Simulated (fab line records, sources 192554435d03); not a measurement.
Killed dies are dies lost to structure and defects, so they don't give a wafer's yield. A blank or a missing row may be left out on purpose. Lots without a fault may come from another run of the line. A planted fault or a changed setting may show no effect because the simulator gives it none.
Which tool did it? | flow n5_finfet | 12 lots, 36 wafers sampled, at 1 step of a route of 1938

WHAT THE GAUGES READ, wafer by wafer
N5_WELL_APT_OVL_MEAS_26.
lot  | measured    | on         | PWELL_OVL (nm)
L075 | day 1 20:51 | overlay-01 | 4 11 10
L077 | day 2 08:52 | overlay-02 | 9 1 7
L079 | day 2 20:59 | overlay-01 | 8 5 8
L081 | day 3 09:10 | overlay-02 | -5 -2 -4
L083 | day 3 21:04 | overlay-01 | 6 0 10
L085 | day 4 08:51 | overlay-02 | -3 -1 -2
L087 | day 4 20:51 | overlay-02 | -13 -10 -8
L089 | day 5 09:10 | overlay-01 | 2 -2 -1
L091 | day 5 21:17 | overlay-01 | 9 -3 5
L093 | day 6 08:50 | overlay-02 | 0 -6 3
L095 | day 6 20:50 | overlay-01 | -3 -10 -5
L097 | day 7 08:51 | overlay-01 | 2 9 -2

WHICH TOOL RAN EACH LOT (tool, then ch and the chambers of the sampled wafers, then the start)
The record holds no process step before these readings.

THE ANSWER, worked out from the rows above alone
Rule: what is usual is taken from the lots themselves. Put in order of their means at a reading, lots are off if they are a third of the lots or fewer, leave a main group of 4 or more, and stand apart from it by a gap of 3 or more times the standard deviation of the main group's means; of several such gaps the widest counts. A main group whose means are all the same, to the digits that the tables above print for the reading, isn't used. A lot without any number at a reading at which 4 lots or more have one is off too. The other lots that the step has rows for count as sound.
No lot is off at any reading shown: from this, nothing can be told.

WHAT THE SIMULATOR HAD PUT IN
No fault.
